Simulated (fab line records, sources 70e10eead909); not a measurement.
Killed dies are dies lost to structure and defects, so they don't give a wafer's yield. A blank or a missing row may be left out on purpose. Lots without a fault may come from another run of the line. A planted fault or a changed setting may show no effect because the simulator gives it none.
A struck lot beside a sound one | flow nand_harc | 13 steps out of a route of 1302
Sound: wafers L765.2, L765.4, L765.6. Struck: wafer L780.1. (L780.3, L780.6 of the same lot were not struck and are left out.) The cause comes at the end.
At each step with rows: each side's tool, then ch and its chambers, then its first start. Under that, the readings that differ: sound wafers | struck wafers | difference of the means | sigmas: that difference in standard deviations of wafers without a fault.
alike: readings whose means differ by less than 2 such deviations, and words and numbers that are the same on both sides. not compared: withheld readings, readings that some wafer has no value for, bounds like >300 that may hide the same value, and numbers for which the record gives no deviation and whose values overlap.
The two part at a step that has a row with sigmas, a row that says differs or no value, or rows on one side only. Numbers that don't overlap but have no deviation are shown without sigmas and don't part them. A reading that every wafer of one side lacks parts them only if that side has two wafers or more.

first, 1 step without rows for these wafers: NHARC_A_SLIT_SRD_20.
NHARC_A_SLIT_CD_MEAS_21:
  sound on cd_sem-02, day 21 12:59; struck on cd_sem-03, day 28 01:41
  alike: cd_nm
then, 3 steps without rows for these wafers: NHARC_A_SIN_REMOVE_WET_00 (chemistry H3PO4, time 15300 s); NHARC_A_SIN_REMOVE_PRECLEAN_01 (cleans in SC1); NHARC_A_SIN_REMOVE_SRD_02.
NHARC_A_SIN_REMOVE_INSPECT_04:
  sound on defect_inspect-01, day 21 19:32; struck on defect_inspect-02, day 28 08:23
  alike: raw_defect_count
NHARC_A_WL_FILL_ALD_00: deposits Al2O3, target thk 3 nm, pulse time 3 s, ald cycles 30.
  sound on ald_hk-03 ch 0,2,3, day 21 19:40; struck on ald_hk-03 ch 3, day 28 08:27
  alike: heater_power_w, precursor_pulse_height_rel
NHARC_A_WL_FILL_RTA_01: time 5 s.
  sound on rtp_anneal-01 ch 0, day 21 19:53; struck on rtp_anneal-02 ch 0, day 28 08:43
  reading             | sound          | struck | difference | sigmas
  lamp_power_pct (%)  | 33.7 33.8 33.8 | 30.7   | -3.1       | -2
  lamp_zone_4_pct (%) | 33.7 33.7 33.8 | 30.6   | -3.1       | -2
  alike: anneal_temp_c_max, wafer_temp_C_max
NHARC_A_WL_FILL_ALD_02: deposits TiN, target thk 2 nm, pulse time 3 s, ald cycles 100.
  sound on ald_metal-02 ch 0,2,3, day 21 20:09; struck on ald_metal-01 ch 2, day 28 08:58
  reading            | sound          | struck | difference | sigmas
  heater_power_w (W) | 1218 1157 1138 | 930    | -241       | -2
  alike: precursor_pulse_height_rel
NHARC_A_WL_FILL_CVD_03: deposits W, target thk 40 nm, time 279 s.
  sound on cvd_w-02 ch 0,1, day 21 20:34; struck on cvd_w-01 ch 1, day 28 09:22
  alike: heater_power_w, throttle_valve_pct
NHARC_A_WL_FILL_ETCHBACK_04: etches the open film in NF3, target depth 60 nm, time 120 s.
  sound on rie_metal-01 ch 0,1, day 21 20:55; struck on rie_metal-03 ch 1, day 28 09:46
  reading               | sound             | struck | difference | sigmas
  oes_product_au (a.u.) | 1.010 1.019 1.019 | 0.989  | -0.027     | -3
  run_length_s (s)      | 141.1 141.8 141.4 | 132.0  | -9.4       | -19
  alike: drypump_motor_current_A
  not compared: rf_hours_counter_h
NHARC_A_WL_FILL_ETCHBACK_05: etches the open film in Cl2/BCl3, target depth 22 nm, time 60 s.
  sound on rie_metal-01 ch 0,1, day 21 21:08; struck on rie_metal-03 ch 1, day 28 09:59
  reading                     | sound             | struck | difference | sigmas
  drypump_motor_current_A (A) | 5.42 5.43 5.57    | 5.78   | +0.31      | +2
  oes_product_au (a.u.)       | 1.013 1.019 1.009 | 0.988  | -0.026     | -3
  alike: run_length_s
  not compared: rf_hours_counter_h
then, 1 step without rows for these wafers: NHARC_END_SORT_01.

WHERE THEY PART
First at NHARC_A_WL_FILL_RTA_01; last, within this record, at NHARC_A_WL_FILL_ETCHBACK_05.

WHY: what the simulator had put in
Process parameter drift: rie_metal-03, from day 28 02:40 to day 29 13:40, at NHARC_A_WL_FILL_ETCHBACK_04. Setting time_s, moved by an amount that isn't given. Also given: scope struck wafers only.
